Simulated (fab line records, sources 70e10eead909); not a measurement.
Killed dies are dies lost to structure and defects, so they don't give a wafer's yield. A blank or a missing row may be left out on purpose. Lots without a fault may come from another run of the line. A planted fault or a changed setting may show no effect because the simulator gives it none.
Tool commonality check | flow nand_harc | 4 lots, 12 wafers sampled

WHY IT WAS OPENED
At NHARC_END_SORT_01 the reading killed_at_periphery is flagged on 2 of 4 lots. Wafers without a fault read 3.4, standard deviation 2.1.
Rule: a lot is flagged when every wafer of it that has a number lies more than 4 standard deviations from that mean, or none has a number. The other lots count as sound.

lot  | measured     | on        | killed_at_periphery, wafer by wafer | flag
L887 | day 20 03:17 | prober-02 | 1 5 3                               |
L903 | day 23 06:13 | prober-02 | 26 38 30                            | FLAGGED
L905 | day 23 19:14 | prober-01 | 29 38 44                            | FLAGGED
L902 | day 24 03:04 | prober-01 | 7 8 5                               |
The numbers of the flagged lots are 34.2 on average: +30.8 against the usual, or +15 standard deviations.

WHICH TOOL RAN EACH LOT
The record holds 3 process steps before the reading, out of a route of 1159 steps. In each cell: the tool, then ch and the chambers that the sampled wafers went through, then the start.
lot  | flag    | NHARC_P_ZERO_WELL_EXPOSE_21      | NHARC_A_BONDPAD_DEP_00                   | NHARC_THIN_TSV_STRIP_62
L887 |         | krf_scanner-01 ch 0, day 2 02:20 | pecvd-01 ch 0,1, day 18 11:21 or earlier | plasma_asher-02 ch 0,1, day 19 08:28
L903 | FLAGGED | krf_scanner-03 ch 0, day 6 02:32 | pecvd-03 ch 0,2, day 22 00:14            | plasma_asher-02 ch 0,1, day 22 18:56
L905 | FLAGGED | krf_scanner-03 ch 0, day 6 14:27 | pecvd-04 ch 1,2, day 22 08:56            | plasma_asher-01 ch 0,1, day 23 06:07
L902 |         | krf_scanner-01 ch 0, day 5 20:20 | pecvd-03 ch 0,2, day 22 09:54 or earlier | plasma_asher-01 ch 0,1, day 23 08:22
What these steps do:
- NHARC_P_ZERO_WELL_EXPOSE_21: exposes mask P NWELL, target cd 720 nm.
- NHARC_A_BONDPAD_DEP_00: deposits SiCN, target thk 250 nm.
- NHARC_THIN_TSV_STRIP_62: strips in N2/H2, time 20 s.
- NHARC_END_SORT_01

FLAGGED OVER TOTAL, TOOL BY TOOL (the gauges that took the reading come last)
step                        | tool            | lots run | flagged | share of the flagged lots | sound lots run after its first flagged lot
NHARC_P_ZERO_WELL_EXPOSE_21 | krf_scanner-01  | 2        | 0       | none                      | -
NHARC_P_ZERO_WELL_EXPOSE_21 | krf_scanner-03  | 2        | 2       | all                       | 0
NHARC_A_BONDPAD_DEP_00      | pecvd-01        | 1        | 0       | none                      | -
NHARC_A_BONDPAD_DEP_00      | pecvd-03        | 2        | 1       | some                      | 1 (L902)
NHARC_A_BONDPAD_DEP_00      | pecvd-04        | 1        | 1       | some                      | 0
NHARC_THIN_TSV_STRIP_62     | plasma_asher-01 | 2        | 1       | some                      | 1 (L902)
NHARC_THIN_TSV_STRIP_62     | plasma_asher-02 | 2        | 1       | some                      | 0
NHARC_END_SORT_01           | prober-01       | 2        | 1       | some                      | 1 (L902)
NHARC_END_SORT_01           | prober-02       | 2        | 1       | some                      | 0
NHARC_A_BONDPAD_DEP_00 gives no start for some lots, so the hours and the order of its lots are those of NHARC_A_BONDPAD_CD_MEAS_13.

WHAT THE TABLE ALLOWS
1 row of the table ran every flagged lot: krf_scanner-03 at NHARC_P_ZERO_WELL_EXPOSE_21.
- krf_scanner-03 at NHARC_P_ZERO_WELL_EXPOSE_21: 2 of its 2 lots flagged. It ran no sound lot before its first flagged lot in this sample, so the start can't be narrowed down.
One tool is left: krf_scanner-03 at NHARC_P_ZERO_WELL_EXPOSE_21.

WHAT THE SIMULATOR HAD PUT IN
Scanner matching overlay: krf_scanner-03, from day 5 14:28 on, at NHARC_P_ZERO_WELL_EXPOSE_21. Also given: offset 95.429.
Lots struck among those shown: L903, L905. The rule above found the same.
